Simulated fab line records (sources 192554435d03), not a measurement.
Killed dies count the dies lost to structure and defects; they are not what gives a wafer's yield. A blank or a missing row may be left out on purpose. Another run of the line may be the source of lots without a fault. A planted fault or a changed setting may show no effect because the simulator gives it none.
fab line records	flow n5_finfet
record: lots: 11	wafers: 33	last_day: 18
route steps=1938 shown BEOL_M13@1693 PASSIVATION@1936
lots that met no fault: from a run of the same line without faults
start_h: hours from the record's opening day to when the first of the lot's shown wafers began	wait_h: time in hours since the lot's previous step	" same as the row above	L1.1+2: a row that stands for several wafers	- no value, or no start given	* or withheld: withheld	< > ~ a bound
route shown NAME@n: a module of which the file shows steps, and the number in the route of the first	usual: the fault-free wafers' mean and standard deviation	same: alike in all rows	chamber/n: place in a boat	sites: readings site by site	_std_site: standard deviation of those values	_edge_site: inner sites' mean taken away from outer sites' mean	radius_mm: for every site, how far away it sits from the centre of the wafer	mask NAME#n: copy n	behind: the tool/chamber that last shaped the wafer	hold: what put the lot on hold/how long, in hours/how the hold closed	device: the transistor (n, p or np) that didn't switch	end of line: the same wafers' tests at the end of the route	for a step that has no rows: nothing shown but its recipe	killed: dies that structure and defects cost at the first sort, which is not the same as the wafer's yield	map: shows each die of a wafer: x if killed, . if not, _ if none is there
set.NAME: the setting as run; set.NAME@STEP: as run at that earlier step	model.NAME: the simulator's own value behind a step, which no gauge read
route steps across a sampled set of lots; one table per step, one row per wafer
services: from which hour (start_h, from the record's first day; less than 0 if before it) a tool's chamber was out of use, for how many hours, and why
== steps ==
step: N5_BEOL_M13_ETCH_67
recipe: chemistry: CF4	target: SiARC	target_depth_a: 1430	time_s: 238.3	ion_energy_ev: 80	pressure_mtorr: 40	source_w: 545	bias_w: 36	Ar_flow_sccm: 100	cf4_flow_sccm: 100	ends: cleared
usual: drypump_motor_current_A: 5.8/0.46	etch_rf_on_time_s: 239/6.2	oes_product_au: 0.68/0.09	rf_vpp_V: 184.0/1.3	showerhead_plenum_p_Torr: 2.14/0.073	throttle_valve_pct: 15.65/0.26
lot.wafer	tool	chamber	start_h	wait_h	drypump_motor_current_A	etch_rf_on_time_s	oes_product_au	rf_hours_counter_h	rf_vpp_V	showerhead_plenum_p_Torr	throttle_valve_pct
L718.1	rie_diel-01	3	252.05	0.0	5.9	244	0.58	248	184.1	2.12	15.68
L718.3	"	0	"	"	6.2	243	0.59	213	183.5	2.04	16.01
L718.5	"	0	"	"	6.2	244	0.58	-	184.1	2.04	16.02
L719.2	rie_diel-06	0	264.15	0.0	5.6	245	0.61	217	183.3	2.19	15.86
L719.3	"	2	"	"	4.8	231	0.76	38	185.8	2.27	15.48
L719.5	"	0	"	"	5.6	245	0.61	-	185.4	2.19	15.87
L720.3	rie_diel-01	0	273.10	0.1	6.2	244	0.59	-	183.8	2.04	16.03
L720.5	"	0	"	"	6.2	243	0.58	-	183.2	2.04	16.03
L720.6	"	1	"	"	6.4	239	0.62	-	183.6	2.13	15.85
L721.2	rie_diel-04	0	278.16	0.0	5.3	241	0.62	206	185.4	2.20	15.73
L721.4	"	2	"	"	5.9	241	0.69	-	184.4	2.17	15.53
L721.6	"	0	"	"	5.4	239	0.63	-	185.1	2.20	15.74
L723.1	rie_diel-06	2	281.92	0.0	4.8	231	0.75	43	185.4	2.27	15.48
L723.3	"	1	"	"	5.5	236	0.65	157	182.3	1.98	15.55
L723.5	"	2	"	"	4.8	231	0.76	-	185.3	2.27	15.51
L724.1	rie_diel-04	0	297.09	0.0	5.4	242	0.61	214	184.1	2.20	15.77
L724.3	"	3	"	"	6.0	241	0.78	10	184.1	2.20	15.27
L724.6	"	0	"	"	5.4	242	0.61	-	185.7	2.20	15.77
L732.4	rie_diel-01	2	332.72	0.0	5.1	243	0.63	182	185.5	2.24	15.85
L732.5	"	0	"	"	6.2	246	0.57	-	183.2	2.03	16.09
L732.6	"	3	"	"	5.9	233	0.81	-	183.9	2.11	15.22
L737.1	rie_diel-06	2	361.54	0.0	4.8	234	0.72	69	185.8	2.26	15.55
L737.5	"	1	"	"	5.5	238	0.62	-	180.0	1.97	15.60
L737.6	"	0	"	"	5.6	249	0.59	-	184.8	2.18	15.93
L736.1	rie_diel-01	3	362.07	0.0	6.0	235	0.78	25	183.1	2.11	15.23
L736.4	"	1	"	"	6.4	241	0.61	-	185.2	2.12	15.91
L736.5	"	3	"	"	5.9	236	0.78	-	183.7	2.11	15.23
L738.1	rie_diel-04	0	379.42	0.0	5.3	242	0.59	241	185.2	2.19	15.82
L738.2	"	1	"	"	5.4	225	0.82	23	185.2	2.18	15.65
L738.4	"	3	"	"	6.0	240	0.73	37	184.3	2.19	15.33
L740.1	rie_diel-04	2	395.30	0.0	5.8	240	0.66	123	185.0	2.15	15.58
L740.3	"	1	"	"	5.5	224	0.81	28	184.8	2.17	15.66
L740.5	"	1	"	"	5.5	222	0.81	-	184.5	2.17	15.66
step: N5_BEOL_M13_STRIP_37
recipe: chemistry: N2/H2	power_w: 1000	temp_c: 250	h2_frac: 0.65	overash_fraction: 0.3	pressure_mtorr: withheld	n2_flow_sccm: 1750	h2_flow_sccm: 3250
usual: drypump_motor_current_A: 5.70/0.28	heater_power_w: 319/27	oes_product_au: 0.784/0.012
lot.wafer	tool	chamber	start_h	wait_h	drypump_motor_current_A	heater_power_w	oes_product_au	rf_hours_counter_h
L718.1	plasma_asher-01	1	252.63	0.0	6.04	303	0.787	105
L718.3	"	0	"	"	5.71	312	0.788	-
L718.5	"	0	"	"	5.75	310	0.784	-
L719.2	plasma_asher-01	0	266.71	2.0	5.75	315	0.758	107
L719.3	"	1	"	"	6.02	297	0.768	-
L719.5	"	0	"	"	5.72	314	0.774	-
L720.3	plasma_asher-01	0	273.89	0.1	5.71	320	0.786	-
L720.5	"	1	"	"	6.02	295	0.779	-
L720.6	"	0	"	"	5.74	302	0.767	-
L721.2	plasma_asher-02	0	278.74	0.0	5.35	351	0.780	75
L721.4	"	1	"	"	5.32	354	0.786	-
L721.6	"	0	"	"	5.36	345	0.800	-
L723.1	plasma_asher-01	1	282.50	0.0	6.02	291	0.779	110
L723.3	"	0	"	"	5.71	312	0.779	-
L723.5	"	0	"	"	5.70	307	0.780	-
L724.1	plasma_asher-01	1	297.67	0.0	6.03	296	0.787	116
L724.3	"	0	"	"	5.76	303	0.808	-
L724.6	"	1	"	"	6.03	289	0.767	-
L732.4	plasma_asher-01	1	333.32	0.1	6.00	297	0.793	-
L732.5	"	0	"	"	5.68	316	0.785	-
L732.6	"	1	"	"	6.03	293	0.783	-
L737.1	plasma_asher-01	0	362.45	0.4	5.75	308	0.784	134
L737.5	"	0	"	"	5.73	311	0.785	-
L737.6	"	1	"	"	6.03	290	0.775	-
L736.1	plasma_asher-01	1	362.65	0.0	6.01	284	0.784	134
L736.4	"	0	"	"	5.73	317	0.773	-
L736.5	"	1	"	"	6.03	292	0.775	-
L738.1	plasma_asher-01	0	380.00	0.0	5.73	307	0.770	140
L738.2	"	1	"	"	6.01	281	0.797	140
L738.4	"	1	"	"	6.05	287	0.791	-
L740.1	plasma_asher-01	1	395.88	0.0	5.98	296	0.778	146
L740.3	"	1	"	"	6.00	299	0.794	-
L740.5	"	0	"	"	5.71	316	0.795	-
step: N5_BEOL_M13_SPUTTER_43
recipe: material: TaN	target_thk_a: 150	temp_c: 50	bias_v: 168.6	power_w: 15000	chamber_pressure_pa: 0.12	time_s: 24.19
usual: cathode_dc_power_W: 15000/2.9	throttle_valve_pct: 29.8/1.2
lot.wafer	tool	chamber	start_h	wait_h	cathode_dc_power_W	throttle_valve_pct
L718.1	pvd_sputter-03	-	253.78	0.0	14999	30.8
L718.3	"	-	"	"	14997	29.2
L718.5	"	-	"	"	14996	31.1
L719.2	pvd_sputter-02	-	267.08	0.0	15001	29.5
L719.3	"	-	"	"	14999	31.0
L719.5	"	-	"	"	14996	28.2
L720.3	pvd_sputter-02	-	275.48	0.0	15001	30.9
L720.5	"	-	"	"	15001	28.5
L720.6	"	-	"	"	14998	29.7
L721.2	pvd_sputter-02	-	279.72	0.0	15006	31.1
L721.4	"	-	"	"	15000	31.2
L721.6	"	-	"	"	15000	28.2
L723.1	pvd_sputter-02	-	284.18	0.0	14997	31.1
L723.3	"	-	"	"	14999	29.5
L723.5	"	-	"	"	14999	30.9
L724.1	pvd_sputter-02	-	298.03	0.0	15002	28.4
L724.3	"	-	"	"	15006	31.1
L724.6	"	-	"	"	15003	29.6
L732.4	pvd_sputter-03	-	338.38	0.0	15001	30.7
L732.5	"	-	"	"	14997	30.8
L732.6	"	-	"	"	14999	29.3
L737.1	pvd_sputter-02	-	367.58	0.0	15002	30.9
L737.5	"	-	"	"	15000	31.1
L737.6	"	-	"	"	15002	28.4
L736.1	pvd_sputter-02	-	368.14	0.0	14998	28.2
L736.4	"	-	"	"	15000	30.9
L736.5	"	-	"	"	15003	28.4
L738.1	pvd_sputter-02	-	384.26	0.0	15000	31.2
L738.2	"	-	"	"	14997	28.2
L738.4	"	-	"	"	15006	31.5
L740.1	pvd_sputter-01	-	397.89	0.0	15000	28.1
L740.3	"	-	"	"	14997	30.1
L740.5	"	-	"	"	15002	27.9
step: N5_BEOL_M13_SPUTTER_45
recipe: material: Cu	target_thk_a: 800	temp_c: -20	bias_v: 60	power_w: 26000	chamber_pressure_pa: 0.13	time_s: 13.33
usual: cathode_dc_power_W: 26000/4.9	throttle_valve_pct: 29.8/1.2
lot.wafer	tool	chamber	start_h	wait_h	cathode_dc_power_W	throttle_valve_pct
L718.1	pvd_sputter-03	-	253.94	0.0	26003	30.6
L718.3	"	-	"	"	26004	29.4
L718.5	"	-	"	"	25993	30.8
L719.2	pvd_sputter-02	-	267.24	0.0	26011	29.6
L719.3	"	-	"	"	26002	31.2
L719.5	"	-	"	"	26008	28.4
L720.3	pvd_sputter-02	-	275.64	0.0	25998	31.4
L720.5	"	-	"	"	26002	28.2
L720.6	"	-	"	"	26001	29.7
L721.2	pvd_sputter-02	-	279.88	0.0	26004	31.0
L721.4	"	-	"	"	27098	31.1
L721.6	"	-	"	"	26000	28.5
L723.1	pvd_sputter-02	-	284.34	0.0	25991	31.1
L723.3	"	-	"	"	26000	29.7
L723.5	"	-	"	"	27101	31.0
L724.1	pvd_sputter-02	-	298.19	0.0	25999	28.3
L724.3	"	-	"	"	27110	31.1
L724.6	"	-	"	"	26008	29.7
L732.4	pvd_sputter-03	-	338.54	0.0	26002	30.6
L732.5	"	-	"	"	26002	30.8
L732.6	"	-	"	"	26002	29.0
L737.1	pvd_sputter-02	-	367.74	0.0	25995	31.0
L737.5	"	-	"	"	25994	31.0
L737.6	"	-	"	"	26004	28.4
L736.1	pvd_sputter-02	-	368.30	0.0	26000	28.7
L736.4	"	-	"	"	26000	31.0
L736.5	"	-	"	"	25998	28.6
L738.1	pvd_sputter-02	-	384.42	0.0	25998	31.0
L738.2	"	-	"	"	25996	28.4
L738.4	"	-	"	"	26001	31.3
L740.1	pvd_sputter-01	-	398.05	0.0	25996	27.8
L740.3	"	-	"	"	25999	29.8
L740.5	"	-	"	"	25998	27.8
step: N5_PASSIVATION_PROBE_49
usual: defect_limited_yield: 91.3/1.3	killed_at_M0_to_M3: 35/9.3	killed_at_M4_up: 14/5.2	killed_at_contacts: 12/5.9	killed_at_front_end: 38/11	killed_at_other: 4/3.7	killed_dies: 103/15	killed_open: 67/12	killed_short: 34/8	sort_bin_5_function: 5.1/0.88	sort_bin_6_memory: 3.3/0.65	sort_n_pass: 1077/15	sort_yield_pct: 91.3/1.3
same: gross_dies: 1180	killed_at_back_side: 0	sort_bin_4_leakage[%]: 0	sort_bin_8_speed[%]: 0
lot.wafer	tool	chamber	start_h	wait_h	defect_limited_yield[%]	killed_at_M0_to_M3	killed_at_M4_up	killed_at_contacts	killed_at_front_end	killed_at_other	killed_dies	killed_open	killed_short	sort_bin_5_function[%]	sort_bin_6_memory[%]	sort_n_pass	sort_yield_pct[%]
L718.1	prober-01	-	285.41	0.4	91.3	27	11	13	46	6	103	68	34	5.8	2.6	1077	91.3
L718.3	prober-01	-	285.51	0.5	92.2	39	10	14	21	8	92	61	29	4.7	2.6	1088	92.2
L718.5	prober-01	-	285.61	0.6	92.7	35	14	12	22	3	86	59	26	3.4	3.7	1094	92.7
L719.2	prober-02	-	297.42	0.1	92.3	34	11	8	37	1	91	59	31	4.2	3.2	1089	92.3
L719.3	prober-02	-	297.47	0.1	94.2	25	9	5	26	3	68	45	23	3.6	1.9	1112	94.2
L719.5	prober-02	-	297.57	0.2	92.4	22	17	13	34	4	90	58	31	4.7	2.6	1090	92.4
L720.3	prober-02	-	302.71	0.1	91.2	40	20	13	29	2	104	71	32	4.9	3.6	1076	91.2
L720.5	prober-02	-	302.81	0.2	91.0	32	15	30	27	2	106	67	38	5.7	3.2	1074	91.0
L720.6	prober-02	-	302.86	0.3	90.0	49	13	15	41	0	118	72	45	6.4	3.2	1062	90.0
L721.2	prober-01	-	309.49	0.1	91.8	40	13	14	30	0	97	57	39	5.0	3.0	1083	91.8
L721.4	prober-01	-	309.59	0.2	90.8	48	15	8	37	0	108	77	30	5.0	3.8	1072	90.8
L721.6	prober-01	-	309.69	0.3	90.2	61	14	10	30	1	116	79	37	5.1	4.0	1064	90.2
L723.1	prober-02	-	315.42	0.0	90.2	39	14	13	49	1	116	87	29	5.9	3.8	1064	90.2
L723.3	prober-02	-	315.52	0.1	89.9	27	18	9	64	1	119	82	35	5.7	4.2	1061	89.9
L723.5	prober-02	-	315.62	0.2	90.3	40	24	7	41	2	114	86	26	5.8	3.8	1066	90.3
L724.1	prober-02	-	328.49	0.0	91.0	29	19	25	32	1	106	76	30	5.9	3.1	1074	91.0
L724.3	prober-02	-	328.59	0.1	90.6	33	21	25	30	2	111	75	35	5.5	3.6	1069	90.6
L724.6	prober-02	-	328.74	0.3	90.0	34	19	29	35	1	118	82	33	5.9	3.8	1062	90.0
L732.4	prober-02	-	381.05	0.5	92.1	27	10	12	42	2	93	52	39	5.1	2.4	1087	92.1
L732.5	prober-02	-	381.10	0.5	91.7	31	18	10	39	0	98	63	33	5.5	2.5	1082	91.7
L732.6	prober-02	-	381.15	0.6	92.0	29	14	15	34	2	94	63	30	4.7	3.2	1086	92.0
L737.1	prober-01	-	397.83	0.0	90.9	34	8	11	40	14	107	72	34	5.3	3.4	1073	90.9
L737.5	prober-01	-	398.03	0.2	91.4	25	14	26	32	4	101	71	28	5.3	2.6	1079	91.4
L737.6	prober-01	-	398.08	0.3	91.8	31	9	15	35	7	97	59	37	4.8	3.2	1083	91.8
L736.1	prober-02	-	399.63	0.6	92.3	26	15	13	34	3	91	50	41	4.2	3.1	1089	92.3
L736.4	prober-02	-	399.78	0.7	90.5	36	16	8	49	3	112	62	48	5.8	3.2	1068	90.5
L736.5	prober-02	-	399.83	0.8	90.0	39	13	9	57	0	118	66	51	5.3	4.4	1062	90.0
L738.1	prober-02	-	414.47	0.0	91.8	37	10	16	34	0	97	70	26	3.6	4.3	1083	91.8
L738.2	prober-02	-	414.52	0.1	93.3	35	5	11	27	1	79	60	18	3.5	3.1	1101	93.3
L738.4	prober-02	-	414.62	0.2	92.0	18	7	17	52	0	94	65	27	4.6	3.2	1086	92.0
L740.1	prober-02	-	430.75	0.0	91.7	29	20	5	43	1	98	70	27	4.6	3.4	1082	91.7
L740.3	prober-02	-	430.85	0.1	89.1	46	26	15	41	1	129	96	33	7.3	3.5	1051	89.1
L740.5	prober-02	-	430.95	0.2	91.0	54	19	5	28	0	106	69	37	5.1	3.5	1074	91.0
killed by level:class
L718.1 BEOL_M3:geometric_particle:open=14 STI_FIN_REVEAL:geometric_particle:open=13 MOL_CONTACT_COAG:geometric_particle:open=10 BEOL_M0_SAQP:geometric_particle:short=6 STARTING-WAFER:geometric_particle:short=6 FIN_SAQP:geometric_particle:open=4 STARTING-WAFER:geometric_particle:open=4 BEOL_M0_SAQP:geometric_particle:open=4
L718.3 BEOL_M0_SAQP:geometric_particle:open=12 MOL_CONTACT_COAG:geometric_particle:open=10 BEOL_M3:geometric_particle:open=9 BEOL_M0_SAQP:geometric_particle:short=9 DUMMY_GATE:geometric_particle:open=5 BEOL_M1:geometric_particle:open=5 MOL_CONTACT_COAG:geometric_particle:short=4 FIN_SAQP:geometric_particle:short=3
L718.5 BEOL_M0_SAQP:geometric_particle:open=12 MOL_CONTACT_COAG:geometric_particle:open=11 BEOL_M3:geometric_particle:open=7 STI_FIN_REVEAL:geometric_particle:open=5 BEOL_M0_SAQP:geometric_particle:short=5 BEOL_M3:geometric_particle:short=5 DUMMY_GATE:geometric_particle:open=4 BEOL_M4:geometric_particle:open=4
L719.2 STI_FIN_REVEAL:geometric_particle:open=18 BEOL_M3:geometric_particle:open=16 MOL_CONTACT_COAG:geometric_particle:open=7 BEOL_M0_SAQP:geometric_particle:short=7 BEOL_M3:geometric_particle:short=5 FIN_SAQP:geometric_particle:short=4 BEOL_M4:geometric_particle:open=4 STI_FIN_REVEAL:geometric_particle:short=3
L719.3 STI_FIN_REVEAL:geometric_particle:open=8 BEOL_M0_SAQP:geometric_particle:short=8 BEOL_M0_SAQP:geometric_particle:open=7 BEOL_M4:geometric_particle:open=7 BEOL_M1:geometric_particle:open=5 STARTING-WAFER:geometric_particle:short=5 STARTING-WAFER:geometric_particle:open=4 MOL_CONTACT_COAG:geometric_particle:open=3
L719.5 MOL_CONTACT_COAG:geometric_particle:open=10 STI_FIN_REVEAL:geometric_particle:open=7 BEOL_M0_SAQP:geometric_particle:short=7 BEOL_M4:geometric_particle:open=7 ILD0:geometric_particle:short=5 BEOL_M0:geometric_particle:open=5 STARTING-WAFER:geometric_particle:open=5 FIN_SAQP:geometric_particle:open=4
L720.3 BEOL_M4:geometric_particle:open=12 MOL_CONTACT_COAG:geometric_particle:open=11 BEOL_M2:geometric_particle:open=9 BEOL_M1:geometric_particle:short=8 BEOL_M0_SAQP:geometric_particle:open=7 FIN_SAQP:geometric_particle:open=5 STI_FIN_REVEAL:geometric_particle:open=5 BEOL_M0_SAQP:geometric_particle:short=5
L720.5 MOL_CONTACT_COAG:geometric_particle:open=19 MOL_CONTACT_COAG:geometric_particle:short=11 STI_FIN_REVEAL:geometric_particle:open=7 BEOL_M4:geometric_particle:short=7 BEOL_M0_SAQP:geometric_particle:open=6 BEOL_M2:geometric_particle:open=6 FIN_SAQP:geometric_particle:open=5 BEOL_M0:geometric_particle:open=4
L720.6 BEOL_M0_SAQP:geometric_particle:open=13 MOL_CONTACT_COAG:geometric_particle:open=12 BEOL_M0_SAQP:geometric_particle:short=12 FIN_SAQP:geometric_particle:short=11 BEOL_M3:geometric_particle:open=10 BEOL_M2:geometric_particle:open=9 DUMMY_GATE:geometric_particle:open=7 GATE_CUT:geometric_particle:open=5
L721.2 BEOL_M3:geometric_particle:open=11 MOL_CONTACT_COAG:geometric_particle:open=10 BEOL_M0_SAQP:geometric_particle:open=9 BEOL_M0_SAQP:geometric_particle:short=8 FIN_SAQP:geometric_particle:short=7 FIN_SAQP:geometric_particle:open=7 BEOL_M4:geometric_particle:open=5 MOL_CONTACT_COAG:geometric_particle:short=4
L721.4 BEOL_M0_SAQP:geometric_particle:open=15 FIN_SAQP:geometric_particle:open=13 BEOL_M2:geometric_particle:open=12 FIN_SAQP:geometric_particle:short=11 BEOL_M4:geometric_particle:open=9 MOL_CONTACT_COAG:geometric_particle:open=7 BEOL_M0_SAQP:geometric_particle:short=7 BEOL_M3:geometric_particle:open=6
L721.6 BEOL_M0_SAQP:geometric_particle:open=19 FIN_SAQP:geometric_particle:open=13 BEOL_M0_SAQP:geometric_particle:short=12 BEOL_M3:geometric_particle:open=10 BEOL_M2:geometric_particle:open=8 FIN_SAQP:geometric_particle:short=7 MOL_CONTACT_COAG:geometric_particle:open=7 BEOL_M4:geometric_particle:open=6
L723.1 STI_FIN_REVEAL:geometric_particle:open=15 FIN_SAQP:geometric_particle:open=11 MOL_CONTACT_COAG:geometric_particle:open=11 BEOL_M0_SAQP:geometric_particle:short=11 BEOL_M0_SAQP:geometric_particle:open=7 BEOL_M1:geometric_particle:open=6 BEOL_M3:geometric_particle:open=6 FIN_SAQP:geometric_particle:short=5
L723.3 FIN_SAQP:geometric_particle:open=14 STI_FIN_REVEAL:geometric_particle:open=12 BEOL_M4:geometric_particle:open=8 MOL_CONTACT_COAG:geometric_particle:open=7 GATE_CUT:geometric_particle:open=7 FIN_SAQP:geometric_particle:short=6 BEOL_M0_SAQP:geometric_particle:open=6 STI_FIN_REVEAL:geometric_particle:short=5
L723.5 FIN_SAQP:geometric_particle:open=10 BEOL_M0_SAQP:geometric_particle:open=10 FIN_SAQP:geometric_particle:short=9 BEOL_M3:geometric_particle:open=9 STI_FIN_REVEAL:geometric_particle:open=8 BEOL_M4:geometric_particle:open=8 MOL_CONTACT_COAG:geometric_particle:open=7 BEOL_M2:geometric_particle:open=7
L724.1 MOL_CONTACT_COAG:geometric_particle:open=24 BEOL_M4:geometric_particle:open=11 BEOL_M3:geometric_particle:open=10 STI_FIN_REVEAL:geometric_particle:open=8 GATE_CUT:geometric_particle:short=8 BEOL_M0_SAQP:geometric_particle:open=4 BEOL_M3:geometric_particle:short=4 FIN_SAQP:geometric_particle:short=3
L724.3 MOL_CONTACT_COAG:geometric_particle:open=22 BEOL_M4:geometric_particle:open=15 BEOL_M0_SAQP:geometric_particle:short=8 BEOL_M3:geometric_particle:open=8 STI_FIN_REVEAL:geometric_particle:open=6 BEOL_M0:geometric_particle:short=6 DUMMY_GATE:geometric_particle:open=5 FIN_SAQP:geometric_particle:short=4
L724.6 MOL_CONTACT_COAG:geometric_particle:open=28 STI_FIN_REVEAL:geometric_particle:open=11 BEOL_M4:geometric_particle:open=11 STI_FIN_REVEAL:geometric_particle:short=7 BEOL_M3:geometric_particle:open=6 BEOL_M0_SAQP:geometric_particle:open=5 BEOL_M0_SAQP:geometric_particle:short=5 BEOL_M0:geometric_particle:short=5
L732.4 FIN_SAQP:geometric_particle:open=7 FIN_SAQP:geometric_particle:short=7 MOL_CONTACT_COAG:geometric_particle:open=6 MOL_CONTACT_COAG:geometric_particle:short=6 BEOL_M1:geometric_particle:open=6 STARTING-WAFER:geometric_particle:short=6 BEOL_M2:geometric_particle:open=5 BEOL_M0_SAQP:geometric_particle:open=5
L732.5 FIN_SAQP:geometric_particle:open=10 FIN_SAQP:geometric_particle:short=10 BEOL_M6:geometric_particle:open=9 MOL_CONTACT_COAG:geometric_particle:open=8 BEOL_M0_SAQP:geometric_particle:short=7 BEOL_M1:geometric_particle:open=5 BEOL_M3:geometric_particle:open=5 DUMMY_GATE:geometric_particle:open=4
L732.6 FIN_SAQP:geometric_particle:open=11 MOL_CONTACT_COAG:geometric_particle:short=9 MOL_CONTACT_COAG:geometric_particle:open=6 BEOL_M0_SAQP:geometric_particle:short=6 BEOL_M0_SAQP:geometric_particle:open=5 BEOL_M3:geometric_particle:open=5 STI_FIN_REVEAL:geometric_particle:open=4 DUMMY_GATE:geometric_particle:open=4
L737.1 MOL_CONTACT_COAG:geometric_particle:open=11 BEOL_M3:geometric_particle:open=10 STI_FIN_REVEAL:geometric_particle:open=8 GATE_CUT:geometric_particle:short=6 BEOL_M0_SAQP:geometric_particle:short=6 BEOL_M0_SAQP:geometric_particle:open=6 DUMMY_GATE:geometric_particle:open=5 ILD0:geometric_particle:short=5
L737.5 MOL_CONTACT_COAG:geometric_particle:open=19 BEOL_M3:geometric_particle:open=11 MOL_CONTACT_COAG:geometric_particle:short=7 BEOL_M4:geometric_particle:open=6 STI_FIN_REVEAL:geometric_particle:open=5 BEOL_M2:geometric_particle:open=5 FIN_SAQP:geometric_particle:open=4 FIN_SAQP:geometric_particle:short=4
L737.6 MOL_CONTACT_COAG:geometric_particle:open=12 BEOL_M0_SAQP:geometric_particle:short=9 FIN_SAQP:geometric_particle:open=7 BEOL_M0_SAQP:geometric_particle:open=7 DUMMY_GATE:geometric_particle:open=5 DUMMY_GATE:geometric_particle:short=4 GATE_CUT:geometric_particle:short=4 BEOL_M1:geometric_particle:open=4
L736.1 BEOL_M0_SAQP:geometric_particle:short=11 FIN_SAQP:geometric_particle:open=10 MOL_CONTACT_COAG:geometric_particle:open=10 FIN_SAQP:geometric_particle:short=6 GATE_CUT:geometric_particle:short=5 BEOL_M0_SAQP:geometric_particle:open=5 BEOL_M4:geometric_particle:short=5 BEOL_M4:geometric_particle:open=5
L736.4 BEOL_M4:geometric_particle:open=13 BEOL_M0_SAQP:geometric_particle:short=12 FIN_SAQP:geometric_particle:short=10 GATE_CUT:geometric_particle:short=10 BEOL_M2:geometric_particle:open=9 GATE_CUT:geometric_particle:open=7 MOL_CONTACT_COAG:geometric_particle:open=6 BEOL_M0_SAQP:geometric_particle:open=6
L736.5 FIN_SAQP:geometric_particle:short=19 BEOL_M0_SAQP:geometric_particle:open=14 BEOL_M0_SAQP:geometric_particle:short=12 STI_FIN_REVEAL:geometric_particle:open=9 FIN_SAQP:geometric_particle:open=7 MOL_CONTACT_COAG:geometric_particle:open=7 BEOL_M3:geometric_particle:open=6 STI_FIN_REVEAL:geometric_particle:short=4
L738.1 MOL_CONTACT_COAG:geometric_particle:open=13 BEOL_M0_SAQP:geometric_particle:short=12 BEOL_M0_SAQP:geometric_particle:open=11 STI_FIN_REVEAL:geometric_particle:open=6 DUMMY_GATE:geometric_particle:open=6 BEOL_M3:geometric_particle:open=6 FIN_SAQP:geometric_particle:open=5 GATE_CUT:geometric_particle:open=5
L738.2 BEOL_M2:geometric_particle:open=9 MOL_CONTACT_COAG:geometric_particle:open=9 BEOL_M0_SAQP:geometric_particle:open=9 STI_FIN_REVEAL:geometric_particle:open=6 BEOL_M0_SAQP:geometric_particle:short=6 BEOL_M3:geometric_particle:open=6 FIN_SAQP:geometric_particle:short=3 FIN_SAQP:geometric_particle:open=3
L738.4 MOL_CONTACT_COAG:geometric_particle:open=14 FIN_SAQP:geometric_particle:open=12 STI_FIN_REVEAL:geometric_particle:open=10 BEOL_M1:geometric_particle:open=6 GATE_CUT:geometric_particle:open=5 DUMMY_GATE:geometric_particle:open=4 ILD0:geometric_particle:open=4 GATE_CUT:geometric_particle:short=4
L740.1 BEOL_M3:geometric_particle:open=12 FIN_SAQP:geometric_particle:open=11 BEOL_M4:geometric_particle:open=10 FIN_SAQP:geometric_particle:short=7 STI_FIN_REVEAL:geometric_particle:open=7 BEOL_M2:geometric_particle:open=6 BEOL_M0_SAQP:geometric_particle:open=4 BEOL_M3:geometric_particle:short=4
L740.3 BEOL_M4:geometric_particle:open=17 MOL_CONTACT_COAG:geometric_particle:open=13 BEOL_M2:geometric_particle:open=12 BEOL_M0_SAQP:geometric_particle:open=11 FIN_SAQP:geometric_particle:open=8 BEOL_M3:geometric_particle:open=8 STI_FIN_REVEAL:geometric_particle:open=6 BEOL_M0_SAQP:geometric_particle:short=6
L740.5 BEOL_M0_SAQP:geometric_particle:short=13 BEOL_M2:geometric_particle:open=13 BEOL_M1:geometric_particle:open=8 STI_FIN_REVEAL:geometric_particle:open=7 BEOL_M0_SAQP:geometric_particle:open=7 GATE_CUT:geometric_particle:open=6 BEOL_M4:geometric_particle:open=6 MOL_CONTACT_COAG:geometric_particle:open=5
== services ==
tool	chamber	start_h	hours	kind
rie_diel-01	2	244.51	16.5	repair
rie_diel-04	3	251.21	-	clean
rie_diel-04	3	251.21	-	consumable_replace:focus_ring
rie_diel-04	3	251.21	22.0	scheduled_down
rie_diel-04	3	251.21	22.0	vent_cycle
pvd_sputter-03	-	254.06	7.5	repair
rie_diel-01	3	261.45	-	clean
rie_diel-01	3	261.45	-	consumable_replace:focus_ring
rie_diel-01	3	261.45	23.1	scheduled_down
rie_diel-01	3	261.45	23.1	vent_cycle
plasma_asher-02	-	264.42	4.5	repair
rie_diel-04	1	273.24	-	clean
plasma_asher-02	-	285.72	15.6	pm
rie_diel-06	0	287.07	4.0	repair
rie_diel-01	1	288.75	1.8	repair
plasma_asher-02	-	310.10	2.7	repair
plasma_asher-02	-	314.53	4.3	repair
rie_diel-01	2	333.70	4.4	repair
rie_diel-01	3	341.29	5.2	repair
pvd_sputter-01	-	351.60	5.5	repair
rie_diel-01	1	352.93	1.8	repair
rie_diel-04	1	357.76	5.1	repair
rie_diel-06	2	387.16	5.1	repair
rie_diel-06	1	390.05	9.0	repair
== key ==
first_sign: step: N5_BEOL_M13_SPUTTER_45	reading: cathode_dc_power_W	direction: up	sigmas: 99+	usual: *	struck: *
effect none on later readings
met_at N5_BEOL_M13_SPUTTER_45
struck_lots L721,L723,L724
struck_wafers L721.4,L723.5,L724.3
not_acting_at N5_BEOL_M13_ETCH_67,N5_BEOL_M13_STRIP_37,N5_BEOL_M13_SPUTTER_43
onset_between 275.64 279.88
fault: kind: process_parameter_drift	tool: pvd_sputter-02	chamber: -	onset_h: 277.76	steps: N5_BEOL_M13_SPUTTER_45	channel: power_w	offset: *	shape: step	end_h: 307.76	acts_in: *	stated: *	scope: struck_wafers_only
